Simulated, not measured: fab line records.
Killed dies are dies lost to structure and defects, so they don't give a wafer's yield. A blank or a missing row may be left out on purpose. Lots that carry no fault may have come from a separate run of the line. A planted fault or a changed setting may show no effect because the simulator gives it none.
fab line records | flow n5_finfet | part 2 of 2: steps 5 to 6 of 6
[record] lots = 23 | wafers = 69 | last_day = 18
route steps=1938 shown BEOL_M15@1773
lots that met no fault: taken from a fault-free run of the same line
start_h: start of the lot's first displayed wafer, in hours after the record's first day | wait_h: time in hours since the lot's previous step | " identical to the entry in the row above | L1.1+2: a single row standing in for several wafers | - no value, or no start was given | * or withheld: withheld | < > ~ a bound
route shown NAME@n: NAME is a module with steps in the file, n the number in the route of the first one | usual: mean/standard deviation taken from wafers without a fault | same: alike in all rows | chamber/n: place in a boat | sites: per-site readings | _std_site: the values' standard deviation | _edge_site: outer sites' mean less inner sites' | radius_mm: for every site, how far away it sits from the centre of the wafer | mask NAME#n: copy n | behind: the most recent tool/chamber to have shaped the wafer | hold: why the lot was held/for how many hours/how that ended | device: the transistor (n, p or np) that didn't switch | end of line: tests of these same wafers at the route's end | for a step that has no rows: nothing shown but its recipe | killed: the dies lost at the first sort to structure and to defects; this is not the yield of the wafer | map: per-die view of a wafer (x killed, . not killed, _ where there is no die)
set.NAME: the setting the step ran with; set.NAME@STEP: the setting that earlier step ran with | model.NAME: the simulator's own value behind a step, which no gauge read
the route's steps for a sample of lots (tables are steps, rows are wafers)
services: when a tool's chamber went out of use (start_h, in hours from the record's first day, below 0 if earlier), for how many hours, and the reason
[[steps]]
[step N5_BEOL_M15_ETCH_61]
[recipe] chemistry = N2/H2 | target = BARC | target_depth_a = 890 | overetch_a = 267 | time_s = 67.9 | ion_energy_ev = 200 | pressure_mtorr = 30 | source_w = 840 | bias_w = 150 | n2_flow_sccm = 200 | h2_flow_sccm = 200
[usual] drypump_motor_current_A = 5.9/0.33 | oes_product_au = 0.70/0.064 | rf_vpp_V = 525.5/2.4 | showerhead_plenum_p_Torr = 2.60/0.08 | throttle_valve_pct = 17.87/0.25
lot.wafer | tool        | chamber | start_h | wait_h | drypump_motor_current_A | oes_product_au | rf_hours_counter_h | rf_vpp_V | showerhead_plenum_p_Torr | throttle_valve_pct
L076.1    | rie_diel-02 | 2       | 271.87  | 0.0    | 5.2                     | 0.75           | 53                 | 524.6    | 2.59                     | 17.89
L076.3    | "           | 1       | "       | "      | 5.9                     | 0.63           | 177                | 521.7    | 2.53                     | 18.25
L076.6    | "           | 1       | "       | "      | 5.9                     | 0.62           | -                  | 523.0    | 2.53                     | 18.24
L077.1    | rie_diel-06 | 1       | 279.01  | 0.0    | 5.9                     | 0.80           | 22                 | 528.7    | 2.70                     | 17.76
L077.3    | "           | 3       | "       | "      | 5.9                     | 0.70           | 98                 | 521.9    | 2.46                     | 18.37
L077.6    | "           | 1       | "       | "      | 5.9                     | 0.80           | -                  | 528.5    | 2.70                     | 17.76
L075.2    | rie_diel-06 | 0       | 282.26  | 0.0    | 5.9                     | 0.72           | 61                 | 524.3    | 2.58                     | 17.46
L075.4    | "           | 3       | "       | "      | 5.9                     | 0.70           | 99                 | 522.0    | 2.46                     | 18.36
L075.6    | "           | 1       | "       | "      | 6.0                     | 0.80           | -                  | 528.0    | 2.70                     | 17.74
L079.3    | rie_diel-06 | 2       | 299.99  | 0.0    | 5.9                     | 0.62           | 170                | 526.1    | 2.64                     | 17.71
L079.4    | "           | 1       | "       | "      | 6.0                     | 0.79           | 28                 | 529.0    | 2.69                     | 17.75
L079.6    | "           | 1       | "       | "      | 6.0                     | 0.79           | -                  | 527.5    | 2.69                     | 17.75
L078.3    | rie_diel-04 | 0       | 305.51  | 0.0    | 6.4                     | 0.79           | 15                 | 529.2    | 2.72                     | 17.88
L078.4    | "           | 2       | "       | "      | 5.4                     | 0.64           | 152                | 526.8    | 2.66                     | 18.00
L078.5    | "           | 3       | "       | "      | 5.4                     | 0.67           | -                  | 526.5    | 2.58                     | 17.77
L080.1    | rie_diel-06 | 1       | 311.94  | 0.0    | 6.0                     | 0.78           | 32                 | 529.1    | 2.69                     | 17.73
L080.3    | "           | 0       | "       | "      | 5.8                     | 0.71           | 69                 | 525.3    | 2.57                     | 17.47
L080.6    | "           | 1       | "       | "      | 5.9                     | 0.78           | -                  | 528.3    | 2.69                     | 17.75
L081.2    | rie_diel-06 | 3       | 312.18  | 0.0    | 5.9                     | 0.69           | 107                | 520.9    | 2.46                     | 18.38
L081.3    | "           | 0       | "       | "      | 5.9                     | 0.70           | 70                 | 524.3    | 2.57                     | 17.46
L081.5    | "           | 1       | "       | "      | 5.9                     | 0.79           | -                  | 529.2    | 2.69                     | 17.76
L074.1    | rie_diel-06 | 2       | 312.67  | 0.0    | 6.0                     | 0.61           | 174                | 527.7    | 2.64                     | 17.72
L074.5    | "           | 1       | "       | "      | 5.9                     | 0.79           | -                  | 528.9    | 2.69                     | 17.75
L074.6    | "           | 2       | "       | "      | 5.9                     | 0.62           | -                  | 527.5    | 2.64                     | 17.72
L082.1    | rie_diel-06 | 1       | 314.30  | 0.0    | 6.0                     | 0.78           | 34                 | 528.1    | 2.69                     | 17.76
L082.2    | "           | 0       | "       | "      | 5.9                     | 0.71           | 71                 | 524.3    | 2.57                     | 17.46
L082.4    | "           | 3       | "       | "      | 5.9                     | 0.68           | 108                | 521.7    | 2.46                     | 18.40
L084.1    | rie_diel-04 | 2       | 320.72  | 0.0    | 5.4                     | 0.64           | 157                | 525.3    | 2.66                     | 18.02
L084.2    | "           | 0       | "       | "      | 6.3                     | 0.77           | 20                 | 527.9    | 2.72                     | 17.87
L084.6    | "           | 3       | "       | "      | 5.4                     | 0.67           | -                  | 524.9    | 2.57                     | 17.77
L083.1    | rie_diel-02 | 0       | 323.95  | 0.0    | 6.5                     | 0.81           | 14                 | 529.3    | 2.70                     | 17.68
L083.2    | "           | 2       | "       | "      | 5.3                     | 0.72           | 71                 | 524.2    | 2.58                     | 17.93
L083.4    | "           | 3       | "       | "      | 5.9                     | 0.71           | 84                 | 524.0    | 2.58                     | 17.85
L085.2    | rie_diel-06 | 3       | 326.65  | 0.0    | 5.9                     | 0.69           | 113                | 521.5    | 2.46                     | 18.38
L085.3    | "           | 2       | "       | "      | 5.9                     | 0.62           | 180                | 526.9    | 2.64                     | 17.75
L085.6    | "           | 1       | "       | "      | 5.9                     | 0.77           | -                  | 528.1    | 2.69                     | 17.77
L087.1    | rie_diel-02 | 3       | 361.68  | 0.0    | 5.9                     | 0.69           | 94                 | 523.6    | 2.57                     | 17.87
L087.3    | "           | 0       | "       | "      | 6.6                     | 0.78           | 23                 | 526.4    | 2.69                     | 17.69
L087.6    | "           | 0       | "       | "      | 6.5                     | 0.77           | -                  | 527.2    | 2.69                     | 17.72
L088.2    | rie_diel-04 | 2       | 362.49  | 0.0    | 5.4                     | 0.63           | 168                | 526.4    | 2.66                     | 18.04
L088.3    | "           | 3       | "       | "      | 5.4                     | 0.66           | 117                | 525.4    | 2.57                     | 17.79
L088.5    | "           | 3       | "       | "      | 5.4                     | 0.66           | -                  | 524.2    | 2.57                     | 17.79
L089.2    | rie_diel-02 | 1       | 369.48  | 0.0    | 5.9                     | 0.62           | 207                | 522.6    | 2.52                     | 18.30
L089.3    | "           | 0       | "       | "      | 6.5                     | 0.78           | 26                 | 528.9    | 2.69                     | 17.69
L089.4    | "           | 2       | "       | "      | 5.3                     | 0.72           | 84                 | 525.7    | 2.57                     | 17.93
L091.3    | rie_diel-06 | 3       | 376.44  | 0.0    | 5.8                     | 0.67           | 126                | 521.9    | 2.45                     | 18.42
L091.5    | "           | 3       | "       | "      | 5.8                     | 0.68           | -                  | 522.0    | 2.45                     | 18.41
L091.6    | "           | 0       | "       | "      | 5.8                     | 0.69           | -                  | 523.9    | 2.57                     | 17.50
L090.1    | rie_diel-04 | 3       | 380.39  | 0.0    | 5.4                     | 0.66           | 123                | 524.4    | 2.57                     | 17.81
L090.4    | "           | 0       | "       | "      | 6.4                     | 0.76           | 36                 | 526.2    | 2.71                     | 17.90
L090.5    | "           | 3       | "       | "      | 5.5                     | 0.66           | -                  | 525.4    | 2.57                     | 17.82
L092.3    | rie_diel-04 | 1       | 381.01  | 0.0    | 5.8                     | 0.78           | 28                 | 522.2    | 2.49                     | 17.77
L092.4    | "           | 3       | "       | "      | 5.4                     | 0.66           | 123                | 526.3    | 2.57                     | 17.81
L092.6    | "           | 0       | "       | "      | 6.3                     | 0.75           | -                  | 529.3    | 2.71                     | 17.89
L093.1    | rie_diel-02 | 2       | 397.87  | 0.0    | 5.2                     | 0.70           | 94                 | 523.5    | 2.57                     | 17.96
L093.2    | "           | 3       | "       | "      | 5.9                     | 0.69           | 106                | 523.3    | 2.57                     | 17.91
L093.4    | "           | 1       | "       | "      | 5.9                     | 0.60           | 217                | 523.8    | 2.51                     | 18.33
L094.1    | rie_diel-04 | 2       | 406.81  | 0.0    | 5.4                     | 0.62           | 181                | 526.6    | 2.65                     | 18.06
L094.2    | "           | 0       | "       | "      | 6.3                     | 0.75           | 44                 | 527.9    | 2.70                     | 17.91
L094.5    | "           | 0       | "       | "      | 6.3                     | 0.75           | -                  | 528.0    | 2.70                     | 17.91
L095.2    | rie_diel-04 | 1       | 407.38  | 0.0    | 5.8                     | 0.77           | 37                 | 522.4    | 2.49                     | 17.78
L095.3    | "           | 0       | "       | "      | 6.3                     | 0.75           | 44                 | 527.9    | 2.70                     | 17.91
L095.4    | "           | 2       | "       | "      | 5.4                     | 0.62           | 181                | 527.5    | 2.65                     | 18.06
L096.2    | rie_diel-02 | 2       | 411.21  | 0.0    | 5.2                     | 0.70           | 99                 | 524.8    | 2.57                     | 17.97
L096.3    | "           | 0       | "       | "      | 6.5                     | 0.75           | 42                 | 529.8    | 2.69                     | 17.72
L096.4    | "           | 1       | "       | "      | 5.8                     | 0.60           | 222                | 522.7    | 2.51                     | 18.32
L097.2    | rie_diel-06 | 2       | 414.79  | 0.0    | 5.9                     | 0.59           | 206                | 526.0    | 2.63                     | 17.78
L097.4    | "           | 1       | "       | "      | 5.9                     | 0.74           | 64                 | 528.2    | 2.68                     | 17.82
L097.5    | "           | 0       | "       | "      | 5.9                     | 0.68           | -                  | 524.0    | 2.56                     | 17.52
[step N5_BEOL_M15_STRIP_36]
[recipe] chemistry = O2 | power_w = 600 | temp_c = 60 | pressure_mtorr = 30 | rf_frequency_hz = 6e+07 | bias_power_w = 0 | overash_fraction = 0.3 | o2_flow_sccm = 225
[usual] drypump_motor_current_A = 5.8/0.38 | oes_product_au = 0.83/0.083 | rf_vpp_V = 3.7/0.93 | showerhead_plenum_p_Torr = 2.15/0.068 | throttle_valve_pct = 16.63/0.22
lot.wafer | tool        | chamber | start_h | wait_h | drypump_motor_current_A | oes_product_au | rf_hours_counter_h | rf_vpp_V | showerhead_plenum_p_Torr | throttle_valve_pct
L076.1    | rie_diel-04 | 3       | 273.45  | 1.3    | 5.5                     | 0.82           | 92                 | 3.2      | 2.12                     | 16.42
L076.3    | "           | 2       | "       | "      | 5.4                     | 0.76           | 143                | 3.2      | 2.21                     | 16.90
L076.6    | "           | 2       | "       | "      | 5.4                     | 0.75           | -                  | 4.7      | 2.21                     | 16.90
L077.1    | rie_diel-04 | 3       | 280.28  | 1.0    | 5.4                     | 0.81           | 94                 | 4.4      | 2.12                     | 16.41
L077.3    | "           | 2       | "       | "      | 5.4                     | 0.75           | 145                | 4.3      | 2.21                     | 16.89
L077.6    | "           | 3       | "       | "      | 5.4                     | 0.80           | -                  | 3.1      | 2.12                     | 16.37
L075.2    | rie_diel-06 | 1       | 282.69  | 0.2    | 5.9                     | 0.92           | 23                 | 4.2      | 2.21                     | 16.39
L075.4    | "           | 0       | "       | "      | 5.9                     | 0.85           | 61                 | 3.8      | 2.15                     | 16.43
L075.6    | "           | 3       | "       | "      | 5.9                     | 0.82           | -                  | 4.9      | 2.02                     | 16.94
L079.3    | rie_diel-04 | 0       | 300.98  | 0.7    | 6.4                     | 0.97           | 14                 | 5.2      | 2.25                     | 16.67
L079.4    | "           | 3       | "       | "      | 5.4                     | 0.79           | 100                | 3.6      | 2.12                     | 16.41
L079.6    | "           | 1       | "       | "      | 5.8                     | 0.98           | -                  | 3.7      | 2.05                     | 16.39
L078.3    | rie_diel-06 | 3       | 306.63  | 0.9    | 5.9                     | 0.81           | 105                | 4.0      | 2.02                     | 16.96
L078.4    | "           | 1       | "       | "      | 5.9                     | 0.92           | 30                 | 4.6      | 2.20                     | 16.39
L078.5    | "           | 1       | "       | "      | 5.9                     | 0.91           | -                  | 3.7      | 2.20                     | 16.43
L080.1    | rie_diel-04 | 2       | 312.85  | 0.7    | 5.3                     | 0.74           | 154                | 4.4      | 2.21                     | 16.94
L080.3    | "           | 1       | "       | "      | 5.8                     | 0.93           | 10                 | 3.3      | 2.04                     | 16.40
L080.6    | "           | 3       | "       | "      | 5.4                     | 0.80           | -                  | 1.5      | 2.12                     | 16.44
L081.2    | rie_diel-06 | 2       | 313.93  | 1.5    | 5.9                     | 0.73           | 175                | 4.1      | 2.20                     | 16.59
L081.3    | "           | 0       | "       | "      | 5.9                     | 0.84           | 70                 | 3.4      | 2.14                     | 16.46
L081.5    | "           | 1       | "       | "      | 5.9                     | 0.92           | -                  | 3.0      | 2.20                     | 16.41
L074.1    | rie_diel-02 | 3       | 314.48  | 1.6    | 5.9                     | 0.83           | 81                 | 4.4      | 2.14                     | 16.70
L074.5    | "           | 0       | "       | "      | 6.5                     | 0.97           | -                  | 4.9      | 2.22                     | 16.35
L074.6    | "           | 3       | "       | "      | 5.9                     | 0.83           | -                  | 3.2      | 2.14                     | 16.70
L082.1    | rie_diel-04 | 2       | 316.47  | 1.9    | 5.4                     | 0.75           | 156                | 4.8      | 2.21                     | 16.94
L082.2    | "           | 1       | "       | "      | 5.8                     | 0.95           | 11                 | 3.8      | 2.04                     | 16.39
L082.4    | "           | 3       | "       | "      | 5.4                     | 0.81           | 106                | 3.4      | 2.12                     | 16.44
L084.1    | rie_diel-02 | 1       | 321.53  | 0.6    | 5.9                     | 0.70           | 192                | 3.4      | 2.08                     | 16.95
L084.2    | "           | 0       | "       | "      | 6.5                     | 0.94           | 13                 | 5.2      | 2.22                     | 16.33
L084.6    | "           | 0       | "       | "      | 6.5                     | 0.95           | -                  | 3.6      | 2.22                     | 16.34
L083.1    | rie_diel-04 | 0       | 324.72  | 0.5    | 6.3                     | 0.91           | 21                 | 4.1      | 2.25                     | 16.72
L083.2    | "           | 3       | "       | "      | 5.4                     | 0.80           | 108                | 2.5      | 2.12                     | 16.45
L083.4    | "           | 1       | "       | "      | 5.8                     | 0.93           | 13                 | 4.0      | 2.04                     | 16.39
L085.2    | rie_diel-04 | 3       | 326.93  | 0.0    | 5.4                     | 0.79           | 108                | 3.2      | 2.11                     | 16.45
L085.3    | "           | 0       | "       | "      | 6.4                     | 0.91           | 22                 | 6.2      | 2.25                     | 16.67
L085.6    | "           | 3       | "       | "      | 5.4                     | 0.79           | -                  | 2.8      | 2.12                     | 16.44
L087.1    | rie_diel-04 | 3       | 362.13  | 0.2    | 5.5                     | 0.79           | 117                | 2.2      | 2.11                     | 16.45
L087.3    | "           | 0       | "       | "      | 6.3                     | 0.91           | 30                 | 4.1      | 2.25                     | 16.71
L087.6    | "           | 2       | "       | "      | 5.3                     | 0.74           | -                  | 6.0      | 2.20                     | 16.92
L088.2    | rie_diel-02 | 1       | 365.51  | 2.8    | 5.9                     | 0.70           | 205                | 2.4      | 2.07                     | 16.97
L088.3    | "           | 2       | "       | "      | 5.3                     | 0.84           | 83                 | 3.6      | 2.12                     | 16.66
L088.5    | "           | 2       | "       | "      | 5.3                     | 0.85           | -                  | 3.6      | 2.12                     | 16.66
L089.2    | rie_diel-02 | 3       | 371.20  | 1.5    | 5.9                     | 0.82           | 97                 | 3.9      | 2.13                     | 16.75
L089.3    | "           | 2       | "       | "      | 5.3                     | 0.84           | 85                 | 3.2      | 2.12                     | 16.65
L089.4    | "           | 1       | "       | "      | 5.9                     | 0.69           | 208                | 4.1      | 2.07                     | 16.95
L091.3    | rie_diel-02 | 0       | 376.72  | 0.0    | 6.5                     | 0.92           | 29                 | 3.3      | 2.21                     | 16.35
L091.5    | "           | 2       | "       | "      | 5.2                     | 0.82           | -                  | 4.7      | 2.12                     | 16.70
L091.6    | "           | 1       | "       | "      | 5.9                     | 0.69           | -                  | 3.2      | 2.07                     | 16.97
L090.1    | rie_diel-04 | 0       | 382.46  | 1.8    | 6.3                     | 0.88           | 36                 | 2.9      | 2.24                     | 16.71
L090.4    | "           | 1       | "       | "      | 5.8                     | 0.90           | 28                 | 2.7      | 2.04                     | 16.41
L090.5    | "           | 3       | "       | "      | 5.4                     | 0.79           | -                  | 4.3      | 2.11                     | 16.44
L092.3    | rie_diel-06 | 2       | 382.50  | 1.2    | 5.9                     | 0.70           | 194                | 2.6      | 2.19                     | 16.59
L092.4    | "           | 2       | "       | "      | 6.0                     | 0.71           | -                  | 3.6      | 2.19                     | 16.63
L092.6    | "           | 1       | "       | "      | 5.9                     | 0.87           | -                  | 2.5      | 2.20                     | 16.47
L093.1    | rie_diel-02 | 0       | 399.56  | 1.5    | 6.5                     | 0.92           | 37                 | 4.0      | 2.21                     | 16.36
L093.2    | "           | 1       | "       | "      | 5.9                     | 0.69           | 218                | 3.3      | 2.07                     | 16.96
L093.4    | "           | 3       | "       | "      | 5.9                     | 0.82           | 106                | 3.4      | 2.13                     | 16.76
L094.1    | rie_diel-02 | 3       | 408.82  | 1.8    | 5.9                     | 0.81           | 110                | 4.0      | 2.13                     | 16.76
L094.2    | "           | 1       | "       | "      | 5.9                     | 0.68           | 221                | 3.4      | 2.07                     | 17.01
L094.5    | "           | 1       | "       | "      | 5.9                     | 0.68           | -                  | 2.5      | 2.07                     | 16.98
L095.2    | rie_diel-04 | 0       | 408.86  | 1.2    | 6.3                     | 0.87           | 45                 | 2.9      | 2.24                     | 16.73
L095.3    | "           | 1       | "       | "      | 5.8                     | 0.90           | 37                 | 4.4      | 2.04                     | 16.41
L095.4    | "           | 2       | "       | "      | 5.4                     | 0.71           | 181                | 3.7      | 2.20                     | 16.95
L097.2    | rie_diel-02 | 1       | 415.95  | 0.9    | 5.9                     | 0.69           | 223                | 4.6      | 2.07                     | 17.00
L097.4    | "           | 3       | "       | "      | 5.9                     | 0.79           | 112                | 5.2      | 2.13                     | 16.76
L097.5    | "           | 3       | "       | "      | 5.9                     | 0.80           | -                  | 2.6      | 2.13                     | 16.75
L096.2    | rie_diel-06 | 3       | 415.98  | 4.5    | 5.8                     | 0.77           | 133                | 3.9      | 2.01                     | 17.04
L096.3    | "           | 0       | "       | "      | 5.9                     | 0.81           | 101                | 3.0      | 2.13                     | 16.50
L096.4    | "           | 1       | "       | "      | 5.9                     | 0.87           | 64                 | 4.3      | 2.19                     | 16.47
[[services]]
tool        | chamber | start_h | hours | kind
rie_diel-04 | 1       | 256.49  | -     | clean
rie_diel-04 | 1       | 256.49  | -     | consumable_replace:focus_ring
rie_diel-04 | 1       | 256.49  | 17.6  | scheduled_down
rie_diel-04 | 1       | 256.49  | 17.6  | vent_cycle
rie_diel-06 | 1       | 256.96  | 4.2   | repair
pecvd-02    | -       | 260.45  | 0.9   | repair
rie_diel-02 | 0       | 265.89  | -     | clean
rie_diel-02 | 0       | 265.89  | -     | consumable_replace:focus_ring
rie_diel-02 | 0       | 265.89  | -     | consumable_replace:showerhead
rie_diel-02 | 0       | 265.89  | 15.8  | scheduled_down
rie_diel-02 | 0       | 265.89  | 15.8  | vent_cycle
pecvd-04    | 1       | 295.10  | 2.1   | scheduled_down
rie_diel-06 | -       | 301.29  | 2.1   | repair
pecvd-04    | 0       | 342.55  | 3.9   | repair
rie_diel-02 | -       | 350.76  | 0.6   | repair
pecvd-04    | 0       | 351.59  | 2.1   | scheduled_down
pecvd-04    | 1       | 355.05  | 5.5   | scheduled_down
rie_diel-04 | -       | 369.49  | 0.5   | repair
rie_diel-06 | 3       | 382.22  | 3.5   | repair
pecvd-04    | 1       | 383.62  | -     | clean
pecvd-04    | 1       | 383.62  | -     | consumable_replace:showerhead
rie_diel-06 | 3       | 387.36  | 10.5  | repair
pecvd-04    | 2       | 407.04  | 2.9   | repair
pecvd-03    | 2       | 414.75  | 8.8   | repair
